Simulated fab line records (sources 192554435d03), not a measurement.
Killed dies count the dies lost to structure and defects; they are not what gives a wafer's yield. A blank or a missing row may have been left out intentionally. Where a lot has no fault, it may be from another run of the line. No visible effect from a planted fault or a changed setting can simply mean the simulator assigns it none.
Matching of chambers | flow n5-finfet | 4 sister chambers for N5_BEOL_M10_STRIP_67 on rie-diel-05
The step strips in CF4. 4 wafers are shown with their chamber, then 10 later ones without.

## WAFERS WITH THEIR CHAMBER
wafer  | chamber | drypump-motor-current-A (A)
L091.2 | 0       | 5.9
L091.6 | 3       | 6.1
L090.2 | 2       | 4.9
L090.3 | 1       | 5.1

## WAFERS WHOSE CHAMBER IS MISSING
wafer  | drypump-motor-current-A (A)
L090.5 | 5.9
L095.2 | 4.9
L095.4 | 4.8
L095.5 | 6.1
L097.3 | 6.1
L097.4 | 4.8
L097.6 | 4.8
L096.1 | 4.8
L096.4 | 5.8
L096.6 | 5.9

## THE CHAMBER EACH PASSED THROUGH
wafer  | from the rows above | in truth
L090.5 | 0                   | 0
L095.2 | 2                   | 2
L095.4 | 2                   | 2
L095.5 | 3                   | 3
L097.3 | 3                   | 3
L097.4 | 2                   | 2
L097.6 | 2                   | 2
L096.1 | 2                   | 2
L096.4 | 0                   | 0
L096.6 | 0                   | 0
Correct placement for 10 of the 10. Left unplaced by these rows: 0. Wrongly placed: 0.
How it was worked out, from the rows above alone: a wafer's distance from a chamber is the root of the sum, over the readings, of the square of ((its reading less the chamber's mean) divided by the reading's scatter). If the next closest chamber is less than 2 further off than the closest, the wafer can't be placed; otherwise it belongs to the closest. A chamber's mean is the mean of its shown wafers. The scatter: root of mean squared gap, hidden wafer to nearest shown wafer, with one shown wafer a chamber.
